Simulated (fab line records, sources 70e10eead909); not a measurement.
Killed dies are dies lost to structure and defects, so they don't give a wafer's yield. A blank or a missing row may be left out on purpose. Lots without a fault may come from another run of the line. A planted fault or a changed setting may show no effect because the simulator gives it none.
Chamber matching | flow nand_harc | NHARC_P_GATE_STRIP_108 on rie_diel-05: 4 sister chambers
The step strips in O2. 22 wafers are shown with their chamber, then 11 later ones without.

WAFERS WITH THEIR CHAMBER
wafer  | chamber | showerhead_plenum_p_Torr (Torr) | drypump_motor_current_A (A) | rf_vpp_V (V)
L081.2 | 1       | 3.70                            | 5.2                         | 58.6
L081.3 | 0       | 3.39                            | 6.5                         | 56.5
L081.6 | 2       | 3.64                            | 5.7                         | 56.9
L080.3 | 1       | 3.70                            | 5.2                         | 57.1
L080.4 | 2       | 3.64                            | 5.7                         | 59.2
L080.6 | 1       | 3.70                            | 5.2                         | 58.7
L083.1 | 2       | 3.64                            | 5.7                         | 58.5
L083.2 | 0       | 3.39                            | 6.5                         | 57.2
L083.6 | 1       | 3.70                            | 5.2                         | 58.8
L083.3 | 1       | 3.70                            | 5.2                         | 57.7
L083.4 | 3       | 3.43                            | 6.4                         | 56.4
L083.5 | 0       | 3.39                            | 6.5                         | 57.6
L088.1 | 0       | 3.39                            | 6.5                         | 56.9
L088.3 | 3       | 3.42                            | 6.4                         | 56.7
L088.4 | 1       | 3.69                            | 5.2                         | 59.4
L089.1 | 3       | 3.42                            | 6.4                         | 58.5
L089.3 | 2       | 3.64                            | 5.8                         | 57.6
L089.4 | 0       | 3.39                            | 6.6                         | 57.8
L090.1 | 3       | 3.42                            | 6.4                         | 58.6
L090.3 | 1       | 3.69                            | 5.2                         | 58.4
L090.4 | 2       | 3.64                            | 5.7                         | 57.3
L093.1 | 3       | 3.42                            | 6.4                         | 57.0

SIGNATURES (means of the wafers above)
reading                  | chamber 0 | chamber 1 | chamber 2 | chamber 3 | scatter within a chamber
showerhead_plenum_p_Torr | 3.3900    | 3.6971    | 3.6400    | 3.4220    | 0.00352
drypump_motor_current_A  | 6.520     | 5.200     | 5.720     | 6.400     | 0.0298
rf_vpp_V                 | 57.200    | 58.386    | 57.900    | 57.440    | 0.829
Rule: a wafer's distance from a chamber is the root of the sum, over the readings, of the square of ((its reading less the chamber's mean) divided by the reading's scatter). The wafer belongs to the nearest chamber; if the next one is less than 2 further off, it can't be placed. The scatter: the root of (the sum of the squares of (reading less its chamber's mean) over the shown wafers, divided by (wafers less chambers)).

WAFERS WITHOUT THEIR CHAMBER
wafer  | showerhead_plenum_p_Torr (Torr) | drypump_motor_current_A (A) | rf_vpp_V (V)
L093.4 | 3.39                            | 6.6                         | 56.9
L093.6 | 3.42                            | 6.4                         | 57.3
L095.1 | 3.39                            | 6.6                         | 57.6
L095.4 | 3.69                            | 5.2                         | 57.8
L095.5 | 3.42                            | 6.4                         | 58.4
L097.1 | 3.39                            | 6.6                         | 58.1
L097.3 | 3.63                            | 5.8                         | 58.4
L097.6 | 3.69                            | 5.2                         | 56.9
L097.2 | 3.69                            | 5.3                         | 58.3
L097.4 | 3.42                            | 6.4                         | 57.4
L097.5 | 3.39                            | 6.6                         | 56.7

WHICH CHAMBER EACH WENT THROUGH
wafer  | from the rows above | in truth
L093.4 | 0                   | 0
L093.6 | 3                   | 3
L095.1 | 0                   | 0
L095.4 | 1                   | 1
L095.5 | 3                   | 3
L097.1 | 0                   | 0
L097.3 | 2                   | 2
L097.6 | 1                   | 1
L097.2 | 1                   | 1
L097.4 | 3                   | 3
L097.5 | 0                   | 0
Placed correctly: 11 of 11. Can't be placed from these rows: 0. Placed wrongly: 0.
